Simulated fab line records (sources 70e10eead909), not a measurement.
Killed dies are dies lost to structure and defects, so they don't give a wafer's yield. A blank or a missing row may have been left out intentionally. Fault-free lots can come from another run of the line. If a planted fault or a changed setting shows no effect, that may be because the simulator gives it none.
Comparing a struck lot with a sound one    flow nand-harc    15 steps out of a route of 1159
Sound: the wafers L972.1, L972.4, L972.5. Struck: wafer L980.4 (left out: L980.1, L980.5 of the same lot, which were not struck); the cause appears at the end.
For every step that has rows: the tool of each side, followed by ch and its chambers, followed by its first start. Under that, the readings that differ: sound wafers    struck wafers    difference of the means    sigmas: that difference in standard deviations of wafers without a fault.
alike: words and numbers the same on both sides, and readings whose means are apart by under 2 such deviations; not compared: readings that were withheld, readings missing a value for some wafer, numbers with overlapping values and no deviation given by the record, and bounds like >300 which may hide the same value.
The two part at a step that has a row with sigmas, a row that says differs or no value, or rows on one side only. When numbers do not overlap yet have no deviation, they are printed without sigmas and do not part them. Lack of a reading on every wafer of one side parts them only where that side has two or more wafers.

first, 1 step without rows for these wafers: NHARC_A_ONON_D1_DEP_00 (target thk 1000 nm).
NHARC_A_ONON_D1_THK_MEAS_02: measures by ellipsometry.
  sound on film-metro-02 at day 8 04:55; struck on film-metro-02 at day 10 18:19
  alike: thk-nm
then, no rows for these wafers at 1 step: NHARC_A_ONON_D1_DEP_03 (target thk 1000 nm).
NHARC_A_ONON_D1_THK_MEAS_05: measures by ellipsometry.
  sound on film-metro-02 at day 8 05:29; struck on film-metro-01 at day 10 18:53
  alike: thk-nm
then, no rows for these wafers at 1 step: NHARC_A_ONON_D1_DEP_06 (target thk 1000 nm).
NHARC_A_ONON_D1_THK_MEAS_08: measures by ellipsometry.
  sound on film-metro-01 at day 8 06:03; struck on film-metro-01 at day 10 19:26
  alike: thk-nm
then, no rows for these wafers at 1 step: NHARC_A_ONON_D1_DEP_09 (target thk 1000 nm).
NHARC_A_ONON_D1_THK_MEAS_11: measures by ellipsometry.
  sound on film-metro-01 at day 8 06:37; struck on film-metro-01 at day 10 20:01
  alike: thk-nm
then, no rows for these wafers at 1 step: NHARC_A_ONON_D1_DEP_12 (target thk 1000 nm).
NHARC_A_ONON_D1_THK_MEAS_14: measures by ellipsometry.
  sound on film-metro-02 at day 8 07:11; struck on film-metro-02 at day 10 20:35
  alike: thk-nm
then, 1 step without rows for these wafers: NHARC_A_ONON_D1_ANNEAL_15 (time 3600 s).
NHARC_A_ONON_D1_DEP_16: target thk 1000 nm.
  sound on pecvd-onon-03 ch 0, day 8 16:56; struck on pecvd-onon-02 ch 0, day 11 03:32
  alike: nh3-flow-sccm
NHARC_A_ONON_D1_THK_MEAS_18: measures by ellipsometry.
  sound on film-metro-01 at day 8 17:26; struck on film-metro-02 at day 11 04:02
reading      sound           struck  difference  sigmas
thk-nm (nm)  1020 1023 1022  1946    +924        +99 or more
then, no rows for these wafers at 1 step: NHARC_A_ONON_D1_DEP_19 (target thk 1000 nm).
-- record jumps: 11 days between struck wafers' starts before vs after; left off in module A_ONON_D1, resumes in module END, first step shown is number 1159 of the route --
NHARC_END_SORT_01:
  only the struck wafers appear in the record here, on prober-02 ch 0 at day 22 06:00; the sound ones have no rows

## WHERE THEY PART
At NHARC_A_ONON_D1_THK_MEAS_18 first; at NHARC_END_SORT_01 last (within this record only).

WHY: the cause the simulator had injected
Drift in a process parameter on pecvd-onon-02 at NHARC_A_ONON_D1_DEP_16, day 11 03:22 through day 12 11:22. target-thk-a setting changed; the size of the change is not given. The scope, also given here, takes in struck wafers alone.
